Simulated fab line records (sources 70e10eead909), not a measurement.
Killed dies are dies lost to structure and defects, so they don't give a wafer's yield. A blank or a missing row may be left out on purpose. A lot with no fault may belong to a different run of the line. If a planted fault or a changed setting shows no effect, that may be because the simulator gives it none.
8D (eight disciplines) problem report, filled in by code ; flow nand_harc ; the parts of the form that need people (team, actions taken, sign-off) are left out

== 1. THE ISSUE ==
thk_nm at NHARC_A_ONON_D2_THK_MEAS_27 reads a mean of 760 nm on 3 wafers of 2 lots; wafers without a fault read 999 nm with a standard deviation of 12. That is -20 standard deviations from the usual mean.
The step: measures by ellipsometry.
Seen first at day 19 06:41 on film_metro-02, wafer L701.2. Wafers with a number at this step in the record: 39, from 13 lots. Rule for "out", or "out of limits": more than 4 standard deviations from the usual mean. The rest of the wafers with a number are treated as sound.

== 2. WHAT IT IS; WHAT IT IS NOT ==
question;is;is not
which readings at this step;thk_nm;-
which lots;L701, L703;L686, L687, L689, L690, L692, L693, L694, L697, L705, L708, L709
which wafers of those lots;L701.2, L701.6, L703.2;L701.4, L703.1, L703.3
read on which gauges;film_metro-02;film_metro-01
when;from day 19 06:41;"up to then (25 sound wafers); but 11 sound wafers of L703, L705, L708, L709 came after"

== 3. WHAT RULES OUT EACH SUSPECT ==
Counting: a tool at a process step up to the reading stays a suspect if it ran every lot that is out. Sound lots after the first of them don't rule it out here, since some wafers of a struck lot are sound.
- ruled out: the gauge at NHARC_A_ONON_D2_THK_MEAS_27. All the wafers that are out were read on film_metro-02, but those of them that NHARC_END_SORT_01 has rows for are out there too, on other tools.
- pecvd_onon-02 at NHARC_A_ONON_D2_DEP_25 (target thk 1000 nm): kept. It processed each lot that is out (first: L701, day 19 06:14); up to then, its last sound lot is L690 (day 14 20:26).
After counting, what remains is pecvd_onon-02 at NHARC_A_ONON_D2_DEP_25.

== 4. THE CAUSE (what the simulator had put in) ==
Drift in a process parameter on pecvd_onon-02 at NHARC_A_ONON_D2_DEP_25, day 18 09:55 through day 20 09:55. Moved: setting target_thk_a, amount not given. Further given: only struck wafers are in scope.
Only this tool survived the counting.

== 5. THE EFFECT CHAIN, in route order ==
Each row: a reading where the mean over the struck wafers with a number is more than 3 standard deviations away from the usual. Only readings whose record carries a usual standard deviation are examined. hours: median over the lots of the time between each lot's start at the first step of this table that gives one and its start at this step. sigmas: the change, counted in usual standard deviations.
hours;step;reading;usual;on struck wafers;change;sigmas
0;NHARC_A_ONON_D2_THK_MEAS_27;thk_nm;999 nm;760;-239;-20
276;NHARC_END_SORT_01;killed_at_array;57;675;+618;+34
276;NHARC_END_SORT_01;killed_dies;62;677;+615;+34
Later measuring or inspecting steps at which every struck wafer that the step has a row for has a number for every such reading, and none has moved that far: NHARC_A_ONON_D2_INSPECT_32.

== 6. WHAT WOULD HAVE CAUGHT IT SOONER ==
The first out-of-limits reading at a measuring or inspecting step in this record came at day 19 06:41, 21 hours after the fault's start at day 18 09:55.
An alarm limit of 4 standard deviations would not have fired on the tool readings at NHARC_A_ONON_D2_DEP_25 for which the record gives a usual standard deviation, since none of them was out on any struck wafer.
L703, from the lots that are out (2), started NHARC_A_ONON_D2_DEP_25 on pecvd_onon-02 later than day 19 06:41. Holding the tool at that time would have saved it.
